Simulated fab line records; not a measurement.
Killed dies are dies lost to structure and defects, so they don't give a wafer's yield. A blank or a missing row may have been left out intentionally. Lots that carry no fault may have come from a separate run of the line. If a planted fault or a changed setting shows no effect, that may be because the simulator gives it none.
Which tool is to blame? / flow nand-harc / 39 wafers from 13 lots sampled at 5 of the route's 1302 steps

== WHAT EACH GAUGE READ, for each wafer ==
NHARC_A_M1_INSPECT_27. Usual: raw-defect-count at 528, with a standard deviation of 120.
lot=L828; measured=day 23 21:14; on=defect-inspect-01; raw-defect-count=556 601 454; flag=
lot=L829; measured=day 23 22:03; on=defect-inspect-02; raw-defect-count=530 622 488; flag=
lot=L833; measured=day 25 14:53; on=defect-inspect-01; raw-defect-count=505 544 476; flag=
lot=L832; measured=day 25 16:06; on=defect-inspect-01; raw-defect-count=685 505 774; flag=
lot=L834; measured=day 26 14:19; on=defect-inspect-02; raw-defect-count=745 748 757; flag=
lot=L836; measured=day 27 02:00; on=defect-inspect-01; raw-defect-count=670 663 476; flag=
lot=L835; measured=day 27 03:07; on=defect-inspect-02; raw-defect-count=425 476 451; flag=
lot=L840; measured=day 29 05:14; on=defect-inspect-01; raw-defect-count=359 491 443; flag=
lot=L843; measured=day 30 01:28; on=defect-inspect-01; raw-defect-count=425 331 386; flag=
lot=L842; measured=day 30 02:15; on=defect-inspect-02; raw-defect-count=442 686 452; flag=
lot=L844; measured=day 30 08:55; on=defect-inspect-01; raw-defect-count=495 567 754; flag=
lot=L848; measured=day 32 14:56; on=defect-inspect-01; raw-defect-count=383 455 537; flag=
lot=L849; measured=day 33 06:40; on=defect-inspect-01; raw-defect-count=493 483 434; flag=

NHARC_END_SORT_01. Usual: defect-limited-yield 91.2 % (standard deviation 2.8); killed-at-array 56 (standard deviation 19); killed-at-other 0.8 (standard deviation 1.1); killed-at-periphery 3.4 (standard deviation 2.5); killed-dies 60 (standard deviation 19); killed-open 2.9 (standard deviation 1.7); killed-short 2.4 (standard deviation 1.6).
lot=L836; measured=day 28 11:56; on=prober-01; defect-limited-yield (%)=88.3 90.8 91.4; killed-at-array=76 61 56; killed-at-other=0 0 0; killed-at-periphery=3 1 2; killed-dies=79 62 58; killed-open=2 0 3; killed-short=0 5 0; flag=
lot=L835; measured=day 28 11:05; on=prober-02; defect-limited-yield (%)=89.4 87.9 88.9; killed-at-array=71 81 73; killed-at-other=1 0 1; killed-at-periphery=0 1 1; killed-dies=72 82 75; killed-open=4 1 3; killed-short=2 4 2; flag=
lot=L842; measured=day 31 09:37; on=prober-01; defect-limited-yield (%)=89.5 91.0 88.3; killed-at-array=68 56 74; killed-at-other=3 2 2; killed-at-periphery=0 3 3; killed-dies=71 61 79; killed-open=3 3 3; killed-short=5 4 3; flag=

== EACH LOT AND THE TOOL THAT RAN IT (in order: tool; ch and the chambers of the sampled wafers; start) ==
lot=L828; NHARC_A_M1_STRIP_18=rie-diel-06 ch 0,2,3, day 23 19:01; NHARC_A_M1_PRE_CLEAN_30=pvd-sputter-03, day 23 20:31 or earlier; NHARC_A_M1_ANNEAL_31=rtp-anneal-01 ch 0, day 23 20:31
lot=L829; NHARC_A_M1_STRIP_18=rie-diel-06 ch 0,1,3, day 23 19:52; NHARC_A_M1_PRE_CLEAN_30=pvd-sputter-02, day 23 21:14 or earlier; NHARC_A_M1_ANNEAL_31=rtp-anneal-02 ch 0, day 23 21:14
lot=L833; NHARC_A_M1_STRIP_18=rie-diel-06 ch 1,3, day 25 12:42; NHARC_A_M1_PRE_CLEAN_30=pvd-sputter-02, day 25 14:08 or earlier; NHARC_A_M1_ANNEAL_31=rtp-anneal-02 ch 0, day 25 14:08
lot=L832; NHARC_A_M1_STRIP_18=rie-diel-04 ch 1,2,3, day 25 13:56; NHARC_A_M1_PRE_CLEAN_30=pvd-sputter-03, day 25 15:22 or earlier; NHARC_A_M1_ANNEAL_31=rtp-anneal-01 ch 0, day 25 15:22
lot=L834; NHARC_A_M1_STRIP_18=rie-diel-06 ch 0,2,3, day 26 12:09; NHARC_A_M1_PRE_CLEAN_30=pvd-sputter-01, day 26 13:30 or earlier; NHARC_A_M1_ANNEAL_31=rtp-anneal-02 ch 0, day 26 13:30
lot=L836; NHARC_A_M1_STRIP_18=rie-diel-06 ch 0,2,3, day 26 23:50; NHARC_A_M1_PRE_CLEAN_30=pvd-sputter-01, day 27 01:14 or earlier; NHARC_A_M1_ANNEAL_31=rtp-anneal-02 ch 0, day 27 01:14
lot=L835; NHARC_A_M1_STRIP_18=rie-diel-06 ch 0,2, day 27 00:56; NHARC_A_M1_PRE_CLEAN_30=pvd-sputter-02, day 27 02:17 or earlier; NHARC_A_M1_ANNEAL_31=rtp-anneal-01 ch 0, day 27 02:17
lot=L840; NHARC_A_M1_STRIP_18=rie-diel-04 ch 0,2,3, day 29 03:01; NHARC_A_M1_PRE_CLEAN_30=pvd-sputter-01, day 29 04:31 or earlier; NHARC_A_M1_ANNEAL_31=rtp-anneal-01 ch 0, day 29 04:31
lot=L843; NHARC_A_M1_STRIP_18=rie-diel-08 ch 1,2,3, day 29 23:19; NHARC_A_M1_PRE_CLEAN_30=pvd-sputter-01, day 30 00:42 or earlier; NHARC_A_M1_ANNEAL_31=rtp-anneal-02, day 30 00:42
lot=L842; NHARC_A_M1_STRIP_18=rie-diel-08 ch 0,2,3, day 30 00:07; NHARC_A_M1_PRE_CLEAN_30=pvd-sputter-03, day 30 01:26 or earlier; NHARC_A_M1_ANNEAL_31=rtp-anneal-02, day 30 01:26
lot=L844; NHARC_A_M1_STRIP_18=rie-diel-06 ch 0,1,2, day 30 06:43; NHARC_A_M1_PRE_CLEAN_30=pvd-sputter-01, day 30 08:06 or earlier; NHARC_A_M1_ANNEAL_31=rtp-anneal-01 ch 0, day 30 08:06
lot=L848; NHARC_A_M1_STRIP_18=rie-diel-04 ch 0,2, day 32 12:44; NHARC_A_M1_PRE_CLEAN_30=pvd-sputter-03, day 32 14:11 or earlier; NHARC_A_M1_ANNEAL_31=rtp-anneal-01 ch 0, day 32 14:11
lot=L849; NHARC_A_M1_STRIP_18=rie-diel-04 ch 0,3, day 33 04:25; NHARC_A_M1_PRE_CLEAN_30=pvd-sputter-03, day 33 06:00 or earlier; NHARC_A_M1_ANNEAL_31=rtp-anneal-01 ch 0, day 33 06:00
- NHARC_A_M1_STRIP_18: strips in N2/H2.
- NHARC_A_M1_PRE_CLEAN_30: time 30 s.
- NHARC_A_M1_ANNEAL_31: time 90 s.

== WHAT THE TOOLS THEMSELVES READ (means of the sampled wafers that have a number; where no wafer has one, the mark that the record gives instead) ==
NHARC_A_M1_STRIP_18. Usual: drypump-motor-current-A 5.7 A, standard deviation 0.34; oes-product-au 1.002 a.u., standard deviation 0.01; rf-vpp-V 90.4 V, standard deviation 1.1; showerhead-plenum-p-Torr 2.00 Torr, standard deviation 0.09; throttle-valve-pct 14.173 %, standard deviation 0.01.
lot=L828; tool=rie-diel-06; drypump-motor-current-A (A)=5.6; oes-product-au (a.u.)=0.995; rf-vpp-V (V)=90.4; showerhead-plenum-p-Torr (Torr)=1.99; throttle-valve-pct (%)=14.172; flag=
lot=L829; tool=rie-diel-06; drypump-motor-current-A (A)=5.8; oes-product-au (a.u.)=1.001; rf-vpp-V (V)=89.8; showerhead-plenum-p-Torr (Torr)=1.94; throttle-valve-pct (%)=14.165; flag=
lot=L833; tool=rie-diel-06; drypump-motor-current-A (A)=6.0; oes-product-au (a.u.)=0.998; rf-vpp-V (V)=89.9; showerhead-plenum-p-Torr (Torr)=1.90; throttle-valve-pct (%)=14.172; flag=
lot=L832; tool=rie-diel-04; drypump-motor-current-A (A)=5.6; oes-product-au (a.u.)=0.999; rf-vpp-V (V)=91.4; showerhead-plenum-p-Torr (Torr)=2.07; throttle-valve-pct (%)=14.176; flag=
lot=L834; tool=rie-diel-06; drypump-motor-current-A (A)=5.6; oes-product-au (a.u.)=1.011; rf-vpp-V (V)=90.7; showerhead-plenum-p-Torr (Torr)=1.99; throttle-valve-pct (%)=14.163; flag=
lot=L836; tool=rie-diel-06; drypump-motor-current-A (A)=5.6; oes-product-au (a.u.)=1.005; rf-vpp-V (V)=90.2; showerhead-plenum-p-Torr (Torr)=1.99; throttle-valve-pct (%)=14.177; flag=
lot=L835; tool=rie-diel-06; drypump-motor-current-A (A)=5.7; oes-product-au (a.u.)=1.013; rf-vpp-V (V)=90.2; showerhead-plenum-p-Torr (Torr)=2.06; throttle-valve-pct (%)=14.176; flag=
lot=L840; tool=rie-diel-04; drypump-motor-current-A (A)=5.4; oes-product-au (a.u.)=1.004; rf-vpp-V (V)=92.1; showerhead-plenum-p-Torr (Torr)=2.07; throttle-valve-pct (%)=14.174; flag=
lot=L843; tool=rie-diel-08; drypump-motor-current-A (A)=5.8; oes-product-au (a.u.)=0.995; rf-vpp-V (V)=89.8; showerhead-plenum-p-Torr (Torr)=2.00; throttle-valve-pct (%)=14.167; flag=
lot=L842; tool=rie-diel-08; drypump-motor-current-A (A)=5.6; oes-product-au (a.u.)=0.999; rf-vpp-V (V)=90.3; showerhead-plenum-p-Torr (Torr)=1.98; throttle-valve-pct (%)=14.172; flag=
lot=L844; tool=rie-diel-06; drypump-motor-current-A (A)=5.9; oes-product-au (a.u.)=0.997; rf-vpp-V (V)=90.4; showerhead-plenum-p-Torr (Torr)=2.00; throttle-valve-pct (%)=14.174; flag=
lot=L848; tool=rie-diel-04; drypump-motor-current-A (A)=5.6; oes-product-au (a.u.)=1.005; rf-vpp-V (V)=92.0; showerhead-plenum-p-Torr (Torr)=2.08; throttle-valve-pct (%)=14.169; flag=
lot=L849; tool=rie-diel-04; drypump-motor-current-A (A)=5.2; oes-product-au (a.u.)=1.014; rf-vpp-V (V)=90.7; showerhead-plenum-p-Torr (Torr)=2.07; throttle-valve-pct (%)=14.166; flag=

NHARC_A_M1_PRE_CLEAN_30. Usual: heater-power-w at 400 W, with a standard deviation of 34.
lot=L828; tool=pvd-sputter-03; heater-power-w (W)=390; flag=
lot=L829; tool=pvd-sputter-02; heater-power-w (W)=434; flag=
lot=L833; tool=pvd-sputter-02; heater-power-w (W)=453; flag=
lot=L832; tool=pvd-sputter-03; heater-power-w (W)=387; flag=
lot=L834; tool=pvd-sputter-01; heater-power-w (W)=392; flag=
lot=L836; tool=pvd-sputter-01; heater-power-w (W)=430; flag=
lot=L835; tool=pvd-sputter-02; heater-power-w (W)=413; flag=
lot=L840; tool=pvd-sputter-01; heater-power-w (W)=408; flag=
lot=L843; tool=pvd-sputter-01; heater-power-w (W)=393; flag=
lot=L842; tool=pvd-sputter-03; heater-power-w (W)=371; flag=
lot=L844; tool=pvd-sputter-01; heater-power-w (W)=428; flag=
lot=L848; tool=pvd-sputter-03; heater-power-w (W)=379; flag=
lot=L849; tool=pvd-sputter-03; heater-power-w (W)=405; flag=

NHARC_A_M1_ANNEAL_31. Usual: anneal-temp-c 225.01 C, standard deviation 0.17; anneal-temp-c-max 226.1, standard deviation 0.34; wafer_temp_C_max 226.4, standard deviation 0.39.
lot=L828; tool=rtp-anneal-01; anneal-temp-c (C)=224.81; anneal-temp-c-max=226.0; wafer_temp_C_max=226.7; flag=
lot=L829; tool=rtp-anneal-02; anneal-temp-c (C)=225.11; anneal-temp-c-max=225.9; wafer_temp_C_max=226.2; flag=
lot=L833; tool=rtp-anneal-02; anneal-temp-c (C)=225.09; anneal-temp-c-max=226.0; wafer_temp_C_max=225.9; flag=
lot=L832; tool=rtp-anneal-01; anneal-temp-c (C)=224.98; anneal-temp-c-max=226.2; wafer_temp_C_max=226.4; flag=
lot=L834; tool=rtp-anneal-02; anneal-temp-c (C)=225.19; anneal-temp-c-max=226.0; wafer_temp_C_max=226.0; flag=
lot=L836; tool=rtp-anneal-02; anneal-temp-c (C)=224.96; anneal-temp-c-max=226.0; wafer_temp_C_max=226.3; flag=
lot=L835; tool=rtp-anneal-01; anneal-temp-c (C)=224.92; anneal-temp-c-max=226.2; wafer_temp_C_max=226.7; flag=
lot=L840; tool=rtp-anneal-01; anneal-temp-c (C)=224.74; anneal-temp-c-max=226.2; wafer_temp_C_max=226.5; flag=
lot=L843; tool=rtp-anneal-02; anneal-temp-c (C)=-; anneal-temp-c-max=-; wafer_temp_C_max=-; flag=OFF
lot=L842; tool=rtp-anneal-02; anneal-temp-c (C)=-; anneal-temp-c-max=-; wafer_temp_C_max=-; flag=OFF
lot=L844; tool=rtp-anneal-01; anneal-temp-c (C)=225.17; anneal-temp-c-max=226.5; wafer_temp_C_max=227.2; flag=
lot=L848; tool=rtp-anneal-01; anneal-temp-c (C)=225.09; anneal-temp-c-max=226.1; wafer_temp_C_max=226.6; flag=
lot=L849; tool=rtp-anneal-01; anneal-temp-c (C)=224.75; anneal-temp-c-max=225.8; wafer_temp_C_max=226.5; flag=

== THE ANSWER, worked out from the rows above alone ==
Rule: lot off if the mean of its wafers having a number is beyond 3 standard deviations from the usual mean. Also off: a lot with no number at a reading for which 4 or more lots have one. Where the step has rows for the other lots, those lots are counted as sound. The gauges are gone through in route order, then the tools' own readings, and for those a lot's mean is taken as printed above. At the first step where some lot is off, the reading lying furthest off is the one used; lots without a number count as furthest.
Off: L843, L842, at NHARC_A_M1_ANNEAL_31 (anneal-temp-c). Without a number there: L843, L842.
If a tool, at that step or one of the process steps before it, ran each lot that is off and ran no sound lot following the first of them, it fits. With no start given for some of its lots, NHARC_A_M1_PRE_CLEAN_30 uses the hours and lot order of NHARC_A_M1_ANNEAL_31. 2 tools fit, rie-diel-08 at NHARC_A_M1_STRIP_18 and rtp-anneal-02 at NHARC_A_M1_ANNEAL_31, so this cannot tell which one it is.

== WHAT HAD BEEN PUT IN BY THE SIMULATOR ==
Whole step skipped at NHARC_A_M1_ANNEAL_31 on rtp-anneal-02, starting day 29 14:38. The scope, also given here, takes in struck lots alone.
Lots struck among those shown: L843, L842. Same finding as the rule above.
